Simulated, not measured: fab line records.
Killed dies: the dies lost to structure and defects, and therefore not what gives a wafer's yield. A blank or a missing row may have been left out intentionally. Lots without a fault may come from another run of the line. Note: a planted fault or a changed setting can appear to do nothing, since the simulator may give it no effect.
fab line records ; flow n5_finfet
record lots=10; wafers=27; last_day=17
route steps=1938 shown BEOL_M4@1038 PASSIVATION@1936
lots with no fault: from the same line, run without faults
start_h: the number of hours between the record's first day and the start of the first shown wafer of the lot ; wait_h: time in hours since the lot's previous step ; " unchanged from the row above ; L1.1+2: one row covering several wafers at once ; - value missing, or start not given ; * or withheld: withheld ; < > ~ a bound
route shown NAME@n: a module of which the file shows steps, and the number in the route of the first ; usual: the fault-free wafers' mean and standard deviation ; same: alike in all rows ; chamber/n: place in a boat ; sites: each site's reading ; _std_site: the standard deviation of these ; _edge_site: outer sites' mean less inner sites' ; radius_mm: how far each site lies from the wafer's centre ; mask NAME#n: copy n ; behind: the last tool/chamber to shape the wafer ; hold: the reason the lot was held/the length of the hold in hours/how it ended ; device: the transistor (n, p or np) that didn't switch ; end of line: the route-end tests of the same wafers ; step lacking rows: just its recipe ; killed: count of dies lost to structure and defects at first sort (not the wafer's yield) ; map: a wafer's dies, x killed, . not, _ none there
set.NAME: the setting as run; set.NAME@STEP: as run at that earlier step ; model.NAME: the simulator's own value behind a step, which no gauge read
one table for each step of the route and one row for each wafer, over a sample of lots
services: a tool's chamber out of use, with start hour (start_h, from the record's first day; less than 0 if before it), hours out, and reason
## steps
# step N5_BEOL_M4_ETCH_74
# recipe chemistry=N2/H2; target=underlayer; target_depth_a=65; mask_material=CAR-EUV; time_s=5.2; ion_energy_ev=200; pressure_mtorr=30; source_w=840; bias_w=150; n2_flow_sccm=200; h2_flow_sccm=200; ends=cleared
# usual drypump_motor_current_A=5.8/0.38; etch_rf_on_time_s=5.19/0.13; oes_product_au=0.64/0.062; rf_vpp_V=523.1/2.5; showerhead_plenum_p_Torr=2.51/0.076; throttle_valve_pct=18.02/0.21
lot.wafer;tool;chamber;start_h;wait_h;drypump_motor_current_A;etch_rf_on_time_s;oes_product_au;rf_hours_counter_h;rf_vpp_V;showerhead_plenum_p_Torr;throttle_valve_pct
L907.2;rie_diel-04;1;157.41;0.0;5.4;4.97;0.78;49;523.4;2.58;17.89
L907.6;rie_diel-04;0;157.41;0.0;6.2;5.26;0.66;-;520.2;2.45;17.70
L909.1;rie_diel-06;0;179.51;0.0;6.0;4.94;0.58;279;524.2;2.58;17.99
L909.3;rie_diel-06;2;179.51;0.0;5.3;5.10;0.62;212;520.4;2.41;18.11
L909.6;rie_diel-06;2;179.51;0.0;5.3;5.16;0.62;-;520.9;2.41;18.11
L913.2;rie_diel-04;2;200.84;0.0;6.4;5.33;0.61;192;521.3;2.43;17.88
L913.4;rie_diel-04;1;200.84;0.0;5.4;5.00;0.76;63;526.1;2.57;17.93
L915.3;rie_diel-06;1;201.40;0.0;6.1;5.28;0.59;246;526.1;2.60;18.12
L915.4;rie_diel-06;3;201.40;0.0;5.9;5.38;0.57;-;523.1;2.50;18.45
L915.5;rie_diel-06;2;201.40;0.0;5.3;5.14;0.61;-;518.7;2.41;18.13
L919.1;rie_diel-04;0;239.08;0.0;6.1;5.22;0.65;127;520.6;2.44;17.75
L919.2;rie_diel-04;1;239.08;0.0;5.4;4.88;0.75;79;527.3;2.57;17.91
L919.4;rie_diel-04;2;239.08;0.0;6.4;5.19;0.60;208;521.8;2.43;17.91
L922.1;rie_diel-04;3;245.05;0.0;5.6;5.28;0.60;223;524.3;2.51;18.14
L922.3;rie_diel-04;1;245.05;0.0;5.4;4.91;0.74;81;525.2;2.57;17.94
L922.4;rie_diel-04;2;245.05;0.0;6.4;5.29;0.61;210;519.8;2.43;17.91
L923.2;rie_diel-06;2;253.68;0.0;5.3;5.19;0.59;243;520.6;2.40;18.16
L923.4;rie_diel-06;3;253.68;0.0;5.9;5.26;0.79;-;521.5;2.49;17.99
L923.6;rie_diel-06;0;253.68;0.0;6.0;4.89;0.85;-;524.3;2.57;17.55
L926.2;rie_diel-02;1;272.78;0.0;5.6;5.25;0.59;234;528.7;2.62;18.16
L926.4;rie_diel-02;0;272.78;0.0;5.3;5.16;0.69;-;526.6;2.58;18.10
L927.2;rie_diel-04;3;288.24;0.0;5.7;5.29;0.59;240;523.0;2.50;18.20
L927.3;rie_diel-04;0;288.24;0.0;6.2;5.24;0.63;146;520.6;2.43;17.77
L927.4;rie_diel-04;2;288.24;0.0;6.4;5.28;0.59;223;520.2;2.42;17.92
L928.2;rie_diel-04;0;289.35;0.0;6.1;5.31;0.63;146;521.8;2.43;17.77
L928.3;rie_diel-04;2;289.35;0.0;6.4;5.35;0.59;223;521.0;2.42;17.94
L928.6;rie_diel-04;3;289.35;0.0;5.7;5.29;0.58;-;523.5;2.50;18.18
# step N5_BEOL_M4_CD_MEAS_18
# recipe pitch_nm=36; target_cd_nm=18
# usual cd_nm=18.0/0.38
lot.wafer;tool;chamber;start_h;wait_h;cd_nm
L907.2;cd_sem-03;-;157.87;0.1;17.7
L907.6;cd_sem-03;-;157.87;0.1;17.2
L909.1;cd_sem-01;-;179.91;0.0;17.7
L909.3;cd_sem-01;-;179.91;0.0;18.5
L909.6;cd_sem-01;-;179.91;0.0;18.0
L913.2;cd_sem-01;-;201.29;0.1;17.6
L913.4;cd_sem-01;-;201.29;0.1;18.3
L915.3;cd_sem-03;-;201.80;0.1;18.6
L915.4;cd_sem-03;-;201.80;0.1;18.0
L915.5;cd_sem-03;-;201.80;0.1;18.4
L919.1;cd_sem-01;-;239.48;0.0;17.5
L919.2;cd_sem-01;-;239.48;0.0;17.4
L919.4;cd_sem-01;-;239.48;0.0;17.5
L922.1;cd_sem-03;-;245.45;0.0;18.0
L922.3;cd_sem-03;-;245.45;0.0;18.1
L922.4;cd_sem-03;-;245.45;0.0;17.8
L923.2;cd_sem-03;-;254.23;0.1;17.8
L923.4;cd_sem-03;-;254.23;0.1;18.3
L923.6;cd_sem-03;-;254.23;0.1;18.0
L926.2;cd_sem-03;-;273.22;0.1;17.9
L926.4;cd_sem-03;-;273.22;0.1;18.1
L927.2;cd_sem-02;-;288.64;0.1;18.0
L927.3;cd_sem-02;-;288.64;0.1;18.2
L927.4;cd_sem-02;-;288.64;0.1;18.3
L928.2;cd_sem-03;-;289.75;0.1;17.6
L928.3;cd_sem-03;-;289.75;0.1;18.1
L928.6;cd_sem-03;-;289.75;0.1;18.0
# step N5_BEOL_M4_OVL_MEAS_29
# recipe points_per_wafer=522
# usual V3_OVL=-0.4/0.69
# same points_per_wafer=522
lot.wafer;tool;chamber;start_h;wait_h;V3_OVL[nm]
L907.2;overlay-02;0;158.35;0.0;-0.7
L907.6;overlay-02;0;158.35;0.0;-0.8
L909.1;overlay-01;0;180.39;0.0;-0.9
L909.3;overlay-01;0;180.39;0.0;-0.7
L909.6;overlay-01;0;180.39;0.0;-0.5
L913.2;overlay-01;0;201.65;0.0;-1.7
L913.4;overlay-01;0;201.65;0.0;-1.7
L915.3;overlay-01;0;202.16;0.0;-0.5
L915.4;overlay-01;0;202.16;0.0;0.0
L915.5;overlay-01;0;202.16;0.0;-0.3
L919.1;overlay-02;0;239.83;0.0;0.4
L919.2;overlay-02;0;239.83;0.0;0.0
L919.4;overlay-02;0;239.83;0.0;-0.6
L922.1;overlay-01;0;245.80;0.0;-0.9
L922.3;overlay-01;0;245.80;0.0;-0.5
L922.4;overlay-01;0;245.80;0.0;-0.1
L923.2;overlay-02;0;254.70;0.0;0.1
L923.4;overlay-02;0;254.70;0.0;0.0
L923.6;overlay-02;0;254.70;0.0;0.3
L926.2;overlay-01;0;273.70;0.0;-1.7
L926.4;overlay-01;0;273.70;0.0;-0.2
L927.2;overlay-01;0;289.12;0.0;-0.9
L927.3;overlay-01;0;289.12;0.0;0.1
L927.4;overlay-01;0;289.12;0.0;-0.6
L928.2;overlay-01;0;290.23;0.0;1.1
L928.3;overlay-01;0;290.23;0.0;-0.3
L928.6;overlay-01;0;290.23;0.0;0.7
# step N5_BEOL_M4_ALD_98
# recipe material=SiO2; target_thk_a=25; temp_c=100; ald_precursor_family=BDEAS; ald_co_reactant=O2-plasma; pulse_time_s=1; co_reactant_pulse_time_s=1; purge_time_s=2; co_reactant_purge_time_s=2; ald_cycles=17; pressure_torr=2
# usual ald_cycles=17/0; heater_power_outer_w=41/3.8; heater_power_w=79/7.9; precursor_pulse_height_rel=1.000/0.019
lot.wafer;tool;chamber;start_h;wait_h;ald_cycles;heater_power_outer_w;heater_power_w;precursor_pulse_height_rel
L907.2;ald_sin-03;3;158.65;0.1;17;41;85;0.979
L907.6;ald_sin-03;3;158.65;0.1;17;41;87;1.015
L909.1;ald_sin-01;0;180.61;0.1;17;46;81;1.012
L909.3;ald_sin-01;1;180.61;0.1;17;38;77;0.976
L909.6;ald_sin-01;1;180.61;0.1;17;39;77;0.989
L913.2;ald_sin-01;0;201.87;0.1;17;45;84;0.990
L913.4;ald_sin-01;1;201.87;0.1;17;39;76;0.973
L915.3;ald_sin-02;1;202.38;0.1;17;40;79;1.026
L915.4;ald_sin-02;3;202.38;0.1;17;43;86;0.989
L915.5;ald_sin-02;0;202.38;0.1;17;37;75;1.029
L919.1;ald_sin-03;3;240.16;0.2;16;42;85;1.023
L919.2;ald_sin-03;0;240.16;0.2;16;47;95;1.031
L919.4;ald_sin-03;3;240.16;0.2;16;41;86;1.004
L922.1;ald_sin-02;0;246.03;0.1;17;37;76;1.015
L922.3;ald_sin-02;1;246.03;0.1;17;40;79;0.989
L922.4;ald_sin-02;2;246.03;0.1;17;43;78;0.986
L923.2;ald_sin-03;3;255.38;0.5;16;41;90;1.011
L923.4;ald_sin-03;0;255.38;0.5;16;48;99;1.004
L923.6;ald_sin-03;1;255.38;0.5;16;44;85;1.004
L926.2;ald_sin-02;1;275.73;1.2;17;39;78;0.988
L926.4;ald_sin-02;1;275.73;1.2;17;40;79;1.021
L927.2;ald_sin-02;3;289.46;0.2;17;44;85;1.020
L927.3;ald_sin-02;1;289.46;0.2;17;40;80;0.986
L927.4;ald_sin-02;2;289.46;0.2;17;43;79;0.994
L928.2;ald_sin-02;2;290.46;0.1;17;44;79;0.975
L928.3;ald_sin-02;1;290.46;0.1;17;40;78;0.969
L928.6;ald_sin-02;3;290.46;0.1;17;43;85;1.045
# step N5_BEOL_M4_RC_MEAS_101
# usual DIBL_N=36.3/1.6; DIBL_P=36.2/2.1; IOFF_N=0.16/0.031; IOFF_P=0.21/0.034; ION_N=673/11; ION_P=461/7.4; SS_N=71.6/0.55; SS_P=73.3/0.66; VT_N=251/3.2; VT_P=-251/3.5
lot.wafer;tool;chamber;start_h;wait_h;DIBL_N[mV/V];DIBL_P[mV/V];IOFF_N[nA/um];IOFF_P[nA/um];ION_N[uA/um];ION_P[uA/um];SS_N[mV/dec];SS_P[mV/dec];VT_N[mV];VT_P[mV]
L907.2;prober-02;0;163.25;0.2;33.4;33.4;0.12;0.15;664;452;70.8;72.9;258;-254
L907.6;prober-02;0;163.25;0.2;35.0;36.1;0.15;0.20;661;453;71.6;73.3;249;-251
L909.1;prober-02;0;185.05;0.0;36.0;35.8;0.14;0.22;661;460;72.0;73.4;255;-250
L909.3;prober-02;0;185.05;0.0;38.8;39.2;0.20;0.28;679;467;71.9;74.3;249;-244
L909.6;prober-02;0;185.05;0.0;38.9;39.4;0.19;0.28;675;473;72.2;74.7;248;-244
L913.2;prober-01;0;209.78;0.2;34.9;32.9;0.12;0.18;653;457;71.0;73.2;255;-252
L913.4;prober-01;0;209.78;0.2;35.7;33.0;0.14;0.19;677;462;70.8;72.8;251;-253
L915.3;prober-01;0;211.20;0.3;34.6;34.2;0.14;0.17;675;458;71.9;73.1;252;-255
L915.4;prober-01;0;211.20;0.3;36.0;36.7;0.18;0.20;683;469;71.6;73.8;249;-251
L915.5;prober-01;0;211.20;0.3;35.9;36.5;0.17;0.20;694;469;72.3;74.3;249;-252
L919.1;prober-01;0;245.71;0.0;36.4;38.2;0.18;0.25;687;474;71.8;73.9;246;-248
L919.2;prober-01;0;245.71;0.0;35.1;35.3;0.15;0.19;670;457;71.4;73.2;249;-250
L919.4;prober-01;0;245.71;0.0;38.9;40.0;0.22;0.27;682;467;72.6;74.5;246;-250
L922.1;prober-02;0;253.81;0.0;36.2;33.6;0.13;0.19;663;451;71.1;72.5;253;-255
L922.3;prober-02;0;253.81;0.0;38.6;36.5;0.18;0.23;679;464;71.7;73.8;252;-248
L922.4;prober-02;0;253.81;0.0;35.8;33.4;0.13;0.19;653;456;71.4;73.3;253;-254
L923.2;prober-01;0;261.83;0.2;37.7;38.2;0.18;0.22;687;465;71.7;73.5;249;-252
L923.4;prober-01;0;261.83;0.2;37.0;36.0;0.15;0.20;668;461;72.2;73.6;250;-255
L923.6;prober-01;0;261.83;0.2;38.1;37.4;0.19;0.23;676;464;72.0;73.1;250;-248
L926.2;prober-01;0;281.13;0.2;36.8;35.2;0.15;0.19;667;454;71.3;73.0;253;-254
L926.4;prober-01;0;281.13;0.2;38.1;37.4;0.17;0.21;689;464;71.6;74.0;246;-253
L927.2;prober-01;0;295.65;0.2;34.2;32.7;0.10;0.14;656;455;70.4;71.8;257;-254
L927.3;prober-01;0;295.65;0.2;37.2;37.0;0.15;0.19;667;456;71.2;72.6;251;-253
L927.4;prober-01;0;295.65;0.2;36.9;36.4;0.14;0.19;666;463;71.6;72.9;252;-255
L928.2;prober-01;0;298.01;0.2;37.9;38.5;0.19;0.23;687;466;71.7;74.6;248;-249
L928.3;prober-01;0;298.01;0.2;39.1;41.1;0.23;0.28;697;472;73.3;74.0;245;-248
L928.6;prober-01;0;298.01;0.2;39.1;41.7;0.25;0.29;708;478;72.5;74.3;243;-248
# step N5_PASSIVATION_PROBE_49
# usual defect_limited_yield=91.5/1.5; killed_at_M0_to_M3=32/9.4; killed_at_M4_up=12/5.1; killed_at_contacts=11/7.4; killed_at_front_end=41/11; killed_at_other=3.4/2.5; killed_dies=100/17; killed_open=65/14; killed_short=33/7; sort_bin_5_function=4.9/0.96; sort_bin_6_memory=3.1/0.7; sort_n_pass=1080/17; sort_yield_pct=91.5/1.5
# same gross_dies=1180; killed_at_back_side=0; sort_bin_4_leakage[%]=0; sort_bin_8_speed[%]=0
lot.wafer;tool;chamber;start_h;wait_h;defect_limited_yield[%];killed_at_M0_to_M3;killed_at_M4_up;killed_at_contacts;killed_at_front_end;killed_at_other;killed_dies;killed_open;killed_short;sort_bin_5_function[%];sort_bin_6_memory[%];sort_n_pass;sort_yield_pct[%]
L907.2;prober-01;-;255.74;0.1;93.4;26;13;9;27;3;78;48;28;3.6;2.8;1102;93.4
L907.6;prober-01;-;255.94;0.3;92.1;35;6;10;37;5;93;64;29;4.7;3.0;1087;92.1
L909.1;prober-02;-;289.72;0.0;88.5;30;14;7;79;6;136;77;58;7.1;3.8;1044;88.5
L909.3;prober-02;-;289.82;0.1;89.3;31;16;9;64;6;126;81;43;5.7;4.7;1054;89.3
L909.6;prober-02;-;289.97;0.3;91.6;27;18;15;33;6;99;65;32;5.3;2.7;1081;91.6
L913.4;prober-02;-;304.55;0.2;92.3;34;12;7;37;1;91;62;28;5.1;2.5;1089;92.3
L915.3;prober-02;-;305.21;0.1;88.7;40;15;6;71;1;133;99;34;7.1;3.6;1047;88.7
L915.4;prober-02;-;305.26;0.2;90.3;49;23;11;29;2;114;74;40;6.6;2.9;1066;90.3
L915.5;prober-02;-;305.31;0.2;89.3;46;7;4;69;0;126;89;33;5.8;4.2;1054;89.3
L919.1;prober-02;-;339.74;0.0;91.7;40;15;6;30;7;98;67;30;5.1;2.9;1082;91.7
L919.2;prober-02;-;339.79;0.1;91.5;26;15;7;51;1;100;65;35;6.0;2.3;1080;91.5
L919.4;prober-02;-;339.89;0.2;91.4;28;8;14;51;1;102;68;33;4.9;3.4;1078;91.4
L922.1;prober-02;-;350.99;0.0;91.8;50;12;4;27;4;97;57;34;5.1;2.4;1083;91.8
L922.3;prober-02;-;351.09;0.1;92.2;32;17;11;24;8;92;59;31;3.9;3.9;1088;92.2
L922.4;prober-02;-;351.14;0.2;91.8;44;11;7;31;4;97;60;30;4.5;2.9;1083;91.8
L923.2;prober-01;-;351.85;0.1;90.9;25;6;16;55;5;107;73;26;3.9;4.3;1073;90.9
L923.4;prober-01;-;351.95;0.2;90.4;33;11;19;49;1;113;68;37;4.8;3.6;1067;90.4
L923.6;prober-01;-;352.05;0.3;91.1;32;7;16;46;4;105;66;35;5.0;3.1;1075;91.1
L926.2;prober-01;-;385.22;0.1;91.1;37;12;6;45;5;105;68;35;5.2;3.6;1075;91.1
L926.4;prober-01;-;385.32;0.2;91.9;32;17;6;35;6;96;54;39;4.8;2.6;1084;91.9
L927.2;prober-02;-;388.78;0.1;92.4;30;16;3;35;6;90;70;19;5.1;2.5;1090;92.4
L927.3;prober-02;-;388.83;0.1;91.3;44;8;16;31;4;103;77;26;5.3;3.1;1077;91.3
L927.4;prober-02;-;388.88;0.2;91.7;31;11;7;42;7;98;64;26;4.9;2.5;1082;91.7
L928.2;prober-02;-;401.10;0.1;93.4;19;11;1;45;2;78;46;32;3.9;2.4;1102;93.4
L928.3;prober-02;-;401.15;0.1;92.3;36;14;8;33;0;91;62;29;4.9;2.5;1089;92.3
L928.6;prober-02;-;401.30;0.3;93.1;39;13;4;23;2;81;53;27;4.2;2.3;1099;93.1
# killed by level:class
L907.2 BEOL_M2:geometric_particle:open=8 DUMMY_GATE:geometric_particle:open=5 MOL_CONTACT_COAG:geometric_particle:open=5 BEOL_M1:geometric_particle:open=5 STI_FIN_REVEAL:geometric_particle:open=4 MOL_CONTACT_COAG:geometric_particle:short=4 BEOL_M4:geometric_particle:open=4 FIN_SAQP:geometric_particle:short=3
L907.6 BEOL_M2:geometric_particle:open=15 MOL_CONTACT_COAG:geometric_particle:open=9 DUMMY_GATE:geometric_particle:open=7 BEOL_M0_SAQP:geometric_particle:short=7 BEOL_M1:geometric_particle:open=7 ILD0:geometric_particle:short=6 STARTING-WAFER:geometric_particle:open=6 STI_FIN_REVEAL:geometric_particle:open=4
L909.1 FIN_SAQP:geometric_particle:open=18 STI_FIN_REVEAL:geometric_particle:open=18 GATE_CUT:geometric_particle:short=16 FIN_SAQP:geometric_particle:short=10 BEOL_M0_SAQP:geometric_particle:open=10 BEOL_M0_SAQP:geometric_particle:short=10 BEOL_M3:geometric_particle:open=5 STI_FIN_REVEAL:geometric_particle:short=5
L909.3 STI_FIN_REVEAL:geometric_particle:open=14 GATE_CUT:geometric_particle:short=14 BEOL_M3:geometric_particle:open=14 FIN_SAQP:geometric_particle:open=11 BEOL_M4:geometric_particle:open=9 BEOL_M0_SAQP:geometric_particle:open=6 DUMMY_GATE:geometric_particle:open=5 GATE_CUT:geometric_particle:open=5
L909.6 MOL_CONTACT_COAG:geometric_particle:open=13 STI_FIN_REVEAL:geometric_particle:open=9 GATE_CUT:geometric_particle:short=8 BEOL_M2:geometric_particle:open=7 BEOL_M3:geometric_particle:open=6 BEOL_M5:geometric_particle:short=5 STI_FIN_REVEAL:geometric_particle:short=5 BEOL_M0_SAQP:geometric_particle:open=5
L913.4 FIN_SAQP:geometric_particle:open=11 FIN_SAQP:geometric_particle:short=10 BEOL_M2:geometric_particle:open=10 MOL_CONTACT_COAG:geometric_particle:open=5 DUMMY_GATE:geometric_particle:open=5 BEOL_M0_SAQP:geometric_particle:open=5 BEOL_M0:geometric_particle:open=5 BEOL_M4:geometric_particle:short=5
L915.3 FIN_SAQP:geometric_particle:open=24 BEOL_M1:geometric_particle:open=12 STI_FIN_REVEAL:geometric_particle:open=11 BEOL_M2:geometric_particle:open=9 FIN_SAQP:geometric_particle:short=7 STI_FIN_REVEAL:geometric_particle:short=7 BEOL_M0_SAQP:geometric_particle:open=7 GATE_CUT:geometric_particle:open=6
L915.4 BEOL_M0_SAQP:geometric_particle:open=14 BEOL_M0_SAQP:geometric_particle:short=13 BEOL_M4:geometric_particle:open=13 BEOL_M2:geometric_particle:open=10 FIN_SAQP:geometric_particle:open=9 MOL_CONTACT_COAG:geometric_particle:open=7 STI_FIN_REVEAL:geometric_particle:open=5 BEOL_M5:geometric_particle:open=5
L915.5 BEOL_M2:geometric_particle:open=22 FIN_SAQP:geometric_particle:open=20 FIN_SAQP:geometric_particle:short=14 BEOL_M0_SAQP:geometric_particle:open=8 BEOL_M1:geometric_particle:open=7 GATE_CUT:geometric_particle:short=7 STI_FIN_REVEAL:geometric_particle:open=6 DUMMY_GATE:geometric_particle:open=5
L919.1 BEOL_M0_SAQP:geometric_particle:short=12 BEOL_M0_SAQP:geometric_particle:open=12 BEOL_M1:geometric_particle:open=7 BEOL_M4:geometric_particle:open=6 PASS1_DEP:geometric_particle:open=6 DUMMY_GATE:geometric_particle:open=5 MOL_CONTACT_COAG:geometric_particle:open=5 BEOL_M3:geometric_particle:open=5
L919.2 STI_FIN_REVEAL:geometric_particle:open=14 FIN_SAQP:geometric_particle:short=12 BEOL_M0_SAQP:geometric_particle:short=8 BEOL_M0_SAQP:geometric_particle:open=8 FIN_SAQP:geometric_particle:open=7 MOL_CONTACT_COAG:geometric_particle:open=5 DUMMY_GATE:geometric_particle:open=4 GATE_CUT:geometric_particle:open=4
L919.4 FIN_SAQP:geometric_particle:open=15 MOL_CONTACT_COAG:geometric_particle:open=13 FIN_SAQP:geometric_particle:short=10 BEOL_M0_SAQP:geometric_particle:open=9 STI_FIN_REVEAL:geometric_particle:open=4 DUMMY_GATE:geometric_particle:open=4 BEOL_M2:geometric_particle:open=4 BEOL_M0_SAQP:geometric_particle:short=3
L922.1 BEOL_M0_SAQP:geometric_particle:short=15 BEOL_M0_SAQP:geometric_particle:open=11 BEOL_M4:geometric_particle:open=7 BEOL_M1:geometric_particle:open=6 HKMG_FIN:area_etch=6 STI_FIN_REVEAL:geometric_particle:open=5 BEOL_M3:geometric_particle:open=5 MOL_CONTACT_COAG:geometric_particle:open=4
L922.3 BEOL_M0_SAQP:geometric_particle:open=12 BEOL_M3:geometric_particle:open=11 FIN_SAQP:geometric_particle:short=7 MOL_CONTACT_COAG:geometric_particle:open=7 PAD_METAL:geometric_particle:short=7 FIN_SAQP:geometric_particle:open=6 BEOL_M5:geometric_particle:open=5 MOL_CONTACT_COAG:geometric_particle:short=4
L922.4 BEOL_M1:geometric_particle:open=16 FIN_SAQP:geometric_particle:short=8 BEOL_M3:geometric_particle:open=8 MOL_CONTACT_COAG:geometric_particle:open=6 BEOL_M0_SAQP:geometric_particle:open=6 HKMG_FIN:area_etch=6 FIN_SAQP:geometric_particle:open=5 BEOL_M0_SAQP:geometric_particle:short=5
L923.2 FIN_SAQP:geometric_particle:open=15 MOL_CONTACT_COAG:geometric_particle:open=13 BEOL_M3:geometric_particle:open=12 FIN_SAQP:geometric_particle:short=8 HKMG_FIN:area_etch=7 STI_FIN_REVEAL:geometric_particle:open=6 BEOL_M2:geometric_particle:open=5 GATE_CUT:geometric_particle:open=4
L923.4 MOL_CONTACT_COAG:geometric_particle:open=14 FIN_SAQP:geometric_particle:short=11 BEOL_M2:geometric_particle:open=8 HKMG_FIN:area_etch=8 STI_FIN_REVEAL:geometric_particle:open=7 BEOL_M3:geometric_particle:open=7 MOL_CONTACT_COAG:geometric_particle:short=5 BEOL_M0_SAQP:geometric_particle:short=5
L923.6 STI_FIN_REVEAL:geometric_particle:open=20 MOL_CONTACT_COAG:geometric_particle:open=11 BEOL_M0_SAQP:geometric_particle:short=10 BEOL_M0_SAQP:geometric_particle:open=8 GATE_CUT:geometric_particle:short=5 MOL_CONTACT_COAG:geometric_particle:short=5 BEOL_M3:geometric_particle:open=5 FIN_SAQP:geometric_particle:open=3
L926.2 FIN_SAQP:geometric_particle:open=9 BEOL_M3:geometric_particle:open=9 BEOL_M0_SAQP:geometric_particle:short=9 STI_FIN_REVEAL:geometric_particle:open=7 FIN_SAQP:geometric_particle:short=5 MOL_CONTACT_COAG:geometric_particle:open=5 BEOL_M1:geometric_particle:open=5 STARTING-WAFER:geometric_particle:short=5
L926.4 FIN_SAQP:geometric_particle:short=10 FIN_SAQP:geometric_particle:open=8 BEOL_M0_SAQP:geometric_particle:short=8 BEOL_M3:geometric_particle:open=7 BEOL_M2:geometric_particle:open=6 BEOL_M1:geometric_particle:open=5 GATE_CUT:geometric_particle:short=4 MOL_CONTACT_COAG:geometric_particle:open=4
L927.2 STI_FIN_REVEAL:geometric_particle:open=8 BEOL_M1:geometric_particle:open=8 BEOL_M3:geometric_particle:open=6 BEOL_M4:geometric_particle:open=6 DUMMY_GATE:geometric_particle:open=5 BEOL_M0_SAQP:geometric_particle:open=5 STARTING-WAFER:geometric_particle:open=5 FIN_SAQP:geometric_particle:open=4
L927.3 MOL_CONTACT_COAG:geometric_particle:open=15 BEOL_M0_SAQP:geometric_particle:short=10 BEOL_M3:geometric_particle:open=10 GATE_CUT:geometric_particle:open=7 GATE_CUT:geometric_particle:short=7 BEOL_M1:geometric_particle:open=7 FIN_SAQP:geometric_particle:open=6 BEOL_M0_SAQP:geometric_particle:open=6
L927.4 BEOL_M2:geometric_particle:open=13 STI_FIN_REVEAL:geometric_particle:open=10 BEOL_M3:geometric_particle:open=7 GATE_CUT:geometric_particle:short=6 MOL_CONTACT_COAG:geometric_particle:open=6 BEOL_M0_SAQP:geometric_particle:open=6 BEOL_M4:geometric_particle:open=6 HKMG_FIN:area_etch=6
L928.2 FIN_SAQP:geometric_particle:short=17 FIN_SAQP:geometric_particle:open=14 BEOL_M0_SAQP:geometric_particle:short=5 BEOL_M0_SAQP:geometric_particle:open=4 BEOL_M1:geometric_particle:open=4 BEOL_M3:geometric_particle:open=4 STI_FIN_REVEAL:geometric_particle:short=3 BEOL_M4:geometric_particle:open=3
L928.3 BEOL_M0_SAQP:geometric_particle:open=12 FIN_SAQP:geometric_particle:short=8 BEOL_M4:geometric_particle:open=8 FIN_SAQP:geometric_particle:open=6 DUMMY_GATE:geometric_particle:open=6 MOL_CONTACT_COAG:geometric_particle:open=5 BEOL_M0_SAQP:geometric_particle:short=5 BEOL_M1:geometric_particle:short=5
L928.6 BEOL_M0_SAQP:geometric_particle:open=10 BEOL_M3:geometric_particle:open=8 DUMMY_GATE:geometric_particle:open=7 BEOL_M1:geometric_particle:open=6 BEOL_M1:geometric_particle:short=5 BEOL_M4:geometric_particle:open=5 MOL_CONTACT_COAG:geometric_particle:open=4 GATE_CUT:geometric_particle:short=4
## services
tool;chamber;start_h;hours;kind
ald_sin-01;2;137.36;3.6;repair
ald_sin-03;0;150.53;8.9;repair
rie_diel-02;1;162.23;15.8;repair
rie_diel-02;-;192.75;0.2;repair
rie_diel-06;0;198.38;-;clean
rie_diel-06;0;198.38;-;consumable_replace:focus_ring
rie_diel-06;0;198.38;20.0;scheduled_down
rie_diel-06;0;198.38;20.0;vent_cycle
ald_sin-02;-;207.28;6.1;pm
rie_diel-04;0;208.52;8.1;repair
rie_diel-06;3;218.47;-;clean
rie_diel-06;3;218.47;-;consumable_replace:focus_ring
rie_diel-06;-;224.00;4.3;pm
ald_sin-01;-;237.69;28.1;pm
ald_sin-02;3;256.96;3.4;repair
ald_sin-03;3;257.28;54.2;repair
ald_sin-03;0;265.29;12.3;repair
rie_diel-02;2;266.21;11.0;repair
ald_sin-03;-;267.49;2.8;pm
ald_sin-02;3;270.52;5.6;repair
ald_sin-02;2;271.81;4.5;repair
rie_diel-04;-;279.19;1.3;repair
rie_diel-04;2;280.55;4.1;repair
ald_sin-01;-;281.50;2.1;repair
## key
first_sign step=N5_BEOL_M4_ALD_98; reading=ald_cycles; direction=down; sigmas=99+; usual=*; struck=*
effect none on later readings
met_at N5_BEOL_M4_ALD_98
struck_lots L919,L923
not_acting_at N5_BEOL_M4_ETCH_74,N5_BEOL_M4_CD_MEAS_18,N5_BEOL_M4_OVL_MEAS_29
onset_between 158.65 240.16
fault kind=process_parameter_drift; tool=ald_sin-03; chamber=-; onset_h=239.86; steps=N5_BEOL_M4_ALD_98; channel=ald_cycles; offset=*; shape=step; end_h=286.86; acts_in=*; stated=*
